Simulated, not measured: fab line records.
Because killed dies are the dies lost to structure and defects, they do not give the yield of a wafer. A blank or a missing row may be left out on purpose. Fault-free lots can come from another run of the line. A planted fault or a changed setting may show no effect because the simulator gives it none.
One fault through the eyes of 3 desks || flow n5-finfet || numbers are kept per desk, each desk with only its own; the story behind them comes last

FOR THE TOOL OWNER'S DESK: pvd-sputter-03
The tool's own readings at N5_BEOL_M11_HM_DEP_02 (deposits TiN, target thk 20 nm): means of the sampled wafers that have a number, for each lot that ran on this tool. Marked OUT: a lot whose mean sits more than 4 standard deviations from the usual mean, which makes it out of limits; the brackets give that distance.
Columns: A = substrate-temp-c at N5_BEOL_M11_HM_DEP_02, usual 24.99 C; B = throttle-valve-pct at N5_BEOL_M11_HM_DEP_02, usual 29.9 %
{"lot": "L981", "first seen here": "day 12 10:46", "A": 24.96, "B": 29.6}
{"lot": "L983", "first seen here": "day 12 13:26", "A": 25.03, "B": 29.6}
{"lot": "L992", "first seen here": "day 15 03:57", "A": 24.97, "B": 29.6}
{"lot": "L998", "first seen here": "day 16 19:31", "A": 25.01, "B": 29.6}
Result from this desk: across the 4 lots, nothing is out of limits.

THE DEFECT DESK
Lot by lot, what the route's inspections counted, given as the mean of those sampled wafers with a number. Marked OUT: a lot whose mean sits more than 4 standard deviations from the usual mean, which makes it out of limits; the brackets give that distance.
Columns: A = raw-defect-count at N5_BEOL_M11_INSPECT_13, usual 412
{"lot": "L978", "first seen here": "day 11 18:16", "A": 376}
{"lot": "L982", "first seen here": "day 12 10:55", "A": 440}
{"lot": "L981", "first seen here": "day 12 11:20", "A": 402}
{"lot": "L984", "first seen here": "day 12 13:06", "A": 463}
{"lot": "L983", "first seen here": "day 12 13:59", "A": 445}
{"lot": "L986", "first seen here": "day 13 08:06", "A": 342}
{"lot": "L988", "first seen here": "day 13 11:57", "A": 351}
{"lot": "L992", "first seen here": "day 15 04:30", "A": 657}
{"lot": "L998", "first seen here": "day 16 20:04", "A": 617}
{"lot": "L100", "first seen here": "day 17 03:57", "A": 491}
{"lot": "L999", "first seen here": "day 17 04:38", "A": 283}
Result from this desk: across the 11 lots, nothing is out of limits.

THE METROLOGY DESK
Means of the sampled wafers that have a number, per lot and without regard to the tool the lot ran on: this is what the gauges read. Marked OUT: a lot whose mean sits more than 4 standard deviations from the usual mean, which makes it out of limits; the brackets give that distance.
Columns: A = cd-nm at N5_BEOL_M11_CD_MEAS_11, usual 64.4 nm; B = cd-nm at N5_BEOL_M11_CD_MEAS_18, usual 70.1 nm
{"lot": "L978", "first seen here": "day 11 18:13", "A": 64.5, "B": 70.4}
{"lot": "L982", "first seen here": "day 12 10:52", "A": 64.6, "B": 70.8}
{"lot": "L981", "first seen here": "day 12 11:16", "A": 63.8, "B": 69.5}
{"lot": "L984", "first seen here": "day 12 13:02", "A": 63.5, "B": 69.4}
{"lot": "L983", "first seen here": "day 12 13:56", "A": 64.9, "B": 71.0}
{"lot": "L986", "first seen here": "day 13 08:02", "A": 64.7, "B": 70.4}
{"lot": "L988", "first seen here": "day 13 11:54", "A": 64.1, "B": 69.8}
{"lot": "L992", "first seen here": "day 15 04:26", "A": 64.3, "B": 70.0}
{"lot": "L998", "first seen here": "day 16 20:01", "A": 64.7, "B": 70.6}
{"lot": "L100", "first seen here": "day 17 03:53", "A": 64.4, "B": 70.9}
{"lot": "L999", "first seen here": "day 17 04:35", "A": 65.2, "B": 70.8}
Result from this desk: across the 11 lots, nothing is out of limits.

BROUGHT TOGETHER
Nothing out of limits was seen by the tool owner's desk.
No out-of-limits result turned up at the defect desk.
Metrology desk: nothing out of limits seen.

WHAT THE SIMULATOR HAD PUT IN
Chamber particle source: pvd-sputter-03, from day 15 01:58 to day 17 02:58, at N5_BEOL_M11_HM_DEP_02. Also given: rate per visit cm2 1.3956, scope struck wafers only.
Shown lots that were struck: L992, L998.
